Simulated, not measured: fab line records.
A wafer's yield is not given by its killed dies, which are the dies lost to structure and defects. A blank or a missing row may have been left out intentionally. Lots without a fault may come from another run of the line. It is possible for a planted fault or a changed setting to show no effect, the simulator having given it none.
Chamber matching + flow nand_harc + NHARC_P_M2_DESCUM_14 on rie_diel-09: 4 sister chambers
The step chemistry O2, time 3 s. 20 wafers are shown with their chamber, then 10 later ones without.

== WAFERS WITH THEIR CHAMBER ==
| wafer  | chamber | drypump_motor_current_A (A) | oes_product_au (a.u.) | throttle_valve_pct (%) |
|--------|---------|-----------------------------|-----------------------|------------------------|
| L074.1 | 0       | 6.4                         | 0.999                 | 11.312                 |
| L074.2 | 2       | 5.1                         | 0.995                 | 11.305                 |
| L074.5 | 1       | 5.8                         | 0.992                 | 11.316                 |
| L083.2 | 3       | 6.5                         | 1.004                 | 11.311                 |
| L083.4 | 1       | 5.8                         | 0.996                 | 11.300                 |
| L083.6 | 0       | 6.4                         | 1.011                 | 11.311                 |
| L086.1 | 1       | 5.8                         | 0.997                 | 11.316                 |
| L086.4 | 2       | 5.2                         | 0.988                 | 11.304                 |
| L086.5 | 1       | 5.8                         | 0.996                 | 11.295                 |
| L089.1 | 0       | 6.4                         | 1.005                 | 11.324                 |
| L089.4 | 2       | 5.2                         | 1.001                 | 11.304                 |
| L089.6 | 3       | 6.4                         | 1.000                 | 11.306                 |
| L088.1 | 0       | 6.4                         | 1.003                 | 11.320                 |
| L088.2 | 2       | 5.1                         | 1.002                 | 11.295                 |
| L088.4 | 3       | 6.5                         | 0.995                 | 11.321                 |
| L090.1 | 2       | 5.2                         | 1.011                 | 11.313                 |
| L090.4 | 0       | 6.4                         | 1.008                 | 11.310                 |
| L090.5 | 1       | 5.8                         | 1.000                 | 11.307                 |
| L091.1 | 0       | 6.4                         | 1.006                 | 11.309                 |
| L091.4 | 2       | 5.1                         | 1.010                 | 11.308                 |

SIGNATURES (means of the wafers above)
| reading                 | chamber 0 | chamber 1 | chamber 2 | chamber 3 | scatter within a chamber |
|-------------------------|-----------|-----------|-----------|-----------|--------------------------|
| drypump_motor_current_A | 6.400     | 5.800     | 5.150     | 6.467     | 0.0368                   |
| oes_product_au          | 1.00533   | 0.99620   | 1.00117   | 0.99967   | 0.00584                  |
| throttle_valve_pct      | 11.31433  | 11.30680  | 11.30483  | 11.31267  | 0.00723                  |
Rule: distance of a wafer from a chamber = root of the sum over the readings of ((wafer's reading minus chamber's mean) / reading's scatter) squared. The wafer belongs to the nearest chamber; if the next one is less than 2 further off, it can't be placed. The scatter: the root of (the sum of the squares of (reading less its chamber's mean) over the shown wafers, divided by (wafers less chambers)).

== WAFERS WHOSE CHAMBER IS MISSING ==
| wafer  | drypump_motor_current_A (A) | oes_product_au (a.u.) | throttle_valve_pct (%) |
|--------|-----------------------------|-----------------------|------------------------|
| L091.6 | 5.1                         | 1.010                 | 11.309                 |
| L093.1 | 5.8                         | 0.991                 | 11.322                 |
| L093.5 | 6.4                         | 1.010                 | 11.304                 |
| L093.6 | 6.4                         | 1.015                 | 11.327                 |
| L092.4 | 6.5                         | 0.995                 | 11.318                 |
| L092.5 | 5.2                         | 0.991                 | 11.301                 |
| L092.6 | 6.5                         | 1.008                 | 11.304                 |
| L095.1 | 5.2                         | 0.997                 | 11.309                 |
| L095.2 | 5.8                         | 0.992                 | 11.308                 |
| L095.4 | 6.5                         | 0.985                 | 11.315                 |

== THE CHAMBER EACH PASSED THROUGH ==
| wafer  | from the rows above     | in truth |
|--------|-------------------------|----------|
| L091.6 | 2                       | 2        |
| L093.1 | 1                       | 1        |
| L093.5 | can't be placed: 0 or 3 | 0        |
| L093.6 | can't be placed: 0 or 3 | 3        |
| L092.4 | can't be placed: 3 or 0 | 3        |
| L092.5 | 2                       | 2        |
| L092.6 | can't be placed: 3 or 0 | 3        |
| L095.1 | 2                       | 2        |
| L095.2 | 1                       | 1        |
| L095.4 | can't be placed: 3 or 0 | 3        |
Placed correctly: 5 of 10. From these rows, 5 cannot be placed; in 5 the true chamber is one of the candidates. Number placed wrongly: 0.
